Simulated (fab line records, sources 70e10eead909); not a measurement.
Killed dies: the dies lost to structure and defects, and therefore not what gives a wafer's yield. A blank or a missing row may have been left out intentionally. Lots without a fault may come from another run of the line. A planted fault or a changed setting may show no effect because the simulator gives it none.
Chamber matching + flow nand_harc + 4 sister chambers for NHARC_A_CONTACT_ETCH_91 on rie_diel-04
The step etches the open film in CH3F/O2, target depth 40 nm, time 85.7 s. 33 wafers are shown with their chamber, then 12 later ones without.

## WAFERS WITH THEIR CHAMBER
| wafer  | chamber | showerhead_plenum_p_Torr (Torr) | drypump_motor_current_A (A) | rf_vpp_V (V) |
|--------|---------|---------------------------------|-----------------------------|--------------|
| L075.2 | 1       | 2.44                            | 5.9                         | 242.8        |
| L075.3 | 2       | 2.42                            | 5.6                         | 244.2        |
| L075.6 | 3       | 2.46                            | 5.0                         | 244.9        |
| L076.1 | 0       | 2.30                            | 5.6                         | 242.3        |
| L076.3 | 3       | 2.46                            | 4.9                         | 244.5        |
| L076.4 | 2       | 2.42                            | 5.7                         | 245.9        |
| L079.4 | 2       | 2.42                            | 5.6                         | 242.2        |
| L079.5 | 1       | 2.44                            | 5.9                         | 242.9        |
| L079.6 | 2       | 2.42                            | 5.7                         | 244.6        |
| L078.1 | 0       | 2.30                            | 5.6                         | 240.7        |
| L078.4 | 1       | 2.44                            | 5.9                         | 244.3        |
| L078.5 | 3       | 2.46                            | 5.0                         | 243.3        |
| L083.3 | 2       | 2.42                            | 5.6                         | 243.7        |
| L083.5 | 2       | 2.42                            | 5.6                         | 244.6        |
| L083.6 | 0       | 2.30                            | 5.6                         | 243.0        |
| L088.2 | 2       | 2.42                            | 5.6                         | 244.3        |
| L088.5 | 1       | 2.44                            | 5.8                         | 242.1        |
| L088.6 | 0       | 2.30                            | 5.6                         | 242.9        |
| L087.4 | 2       | 2.42                            | 5.6                         | 244.0        |
| L087.5 | 1       | 2.43                            | 5.9                         | 244.0        |
| L087.6 | 0       | 2.30                            | 5.6                         | 242.5        |
| L089.2 | 0       | 2.30                            | 5.6                         | 241.5        |
| L089.3 | 3       | 2.46                            | 5.0                         | 244.3        |
| L089.6 | 0       | 2.30                            | 5.6                         | 242.7        |
| L091.1 | 3       | 2.46                            | 4.9                         | 244.1        |
| L091.3 | 2       | 2.41                            | 5.6                         | 242.8        |
| L091.4 | 1       | 2.43                            | 5.8                         | 244.0        |
| L093.1 | 0       | 2.30                            | 5.6                         | 242.4        |
| L093.2 | 2       | 2.41                            | 5.7                         | 244.5        |
| L093.5 | 2       | 2.41                            | 5.7                         | 242.8        |
| L093.3 | 1       | 2.43                            | 5.8                         | 243.5        |
| L093.4 | 3       | 2.46                            | 5.0                         | 244.1        |
| L093.6 | 3       | 2.46                            | 5.0                         | 245.2        |

SIGNATURES (means of the wafers above)
| reading                  | chamber 0 | chamber 1 | chamber 2 | chamber 3 | scatter within a chamber |
|--------------------------|-----------|-----------|-----------|-----------|--------------------------|
| showerhead_plenum_p_Torr | 2.3000    | 2.4357    | 2.4173    | 2.4600    | 0.00367                  |
| drypump_motor_current_A  | 5.600     | 5.857     | 5.636     | 4.971     | 0.0443                   |
| rf_vpp_V                 | 242.250   | 243.371   | 243.964   | 244.343   | 0.856                    |
Rule: a wafer lies at a distance from a chamber equal to the root of the sum of squares, over the readings, of (its reading less the chamber's mean, divided by the reading's scatter). The wafer belongs to the nearest chamber; if the next one is less than 2 further off, it can't be placed. The scatter: the root of (the sum of the squares of (reading less its chamber's mean) over the shown wafers, divided by (wafers less chambers)).

## WAFERS WHOSE CHAMBER IS MISSING
| wafer  | showerhead_plenum_p_Torr (Torr) | drypump_motor_current_A (A) | rf_vpp_V (V) |
|--------|---------------------------------|-----------------------------|--------------|
| L097.3 | 2.46                            | 5.0                         | 242.9        |
| L097.4 | 2.30                            | 5.6                         | 242.1        |
| L097.6 | 2.46                            | 5.0                         | 243.3        |
| L097.1 | 2.41                            | 5.6                         | 243.6        |
| L097.2 | 2.43                            | 5.9                         | 244.3        |
| L097.5 | 2.30                            | 5.6                         | 241.2        |
| L096.2 | 2.46                            | 4.9                         | 244.2        |
| L096.5 | 2.30                            | 5.6                         | 242.0        |
| L096.6 | 2.46                            | 4.9                         | 244.2        |
| L096.1 | 2.30                            | 5.6                         | 243.4        |
| L096.3 | 2.41                            | 5.7                         | 243.1        |
| L096.4 | 2.43                            | 5.9                         | 245.1        |

## WHICH CHAMBER EACH WENT THROUGH
| wafer  | from the rows above | in truth |
|--------|---------------------|----------|
| L097.3 | 3                   | 3        |
| L097.4 | 0                   | 0        |
| L097.6 | 3                   | 3        |
| L097.1 | 2                   | 2        |
| L097.2 | 1                   | 1        |
| L097.5 | 0                   | 0        |
| L096.2 | 3                   | 3        |
| L096.5 | 0                   | 0        |
| L096.6 | 3                   | 3        |
| L096.1 | 0                   | 0        |
| L096.3 | 2                   | 2        |
| L096.4 | 1                   | 1        |
Correct placement for 12 of the 12. Can't be placed from these rows: 0. Wrongly placed: 0.
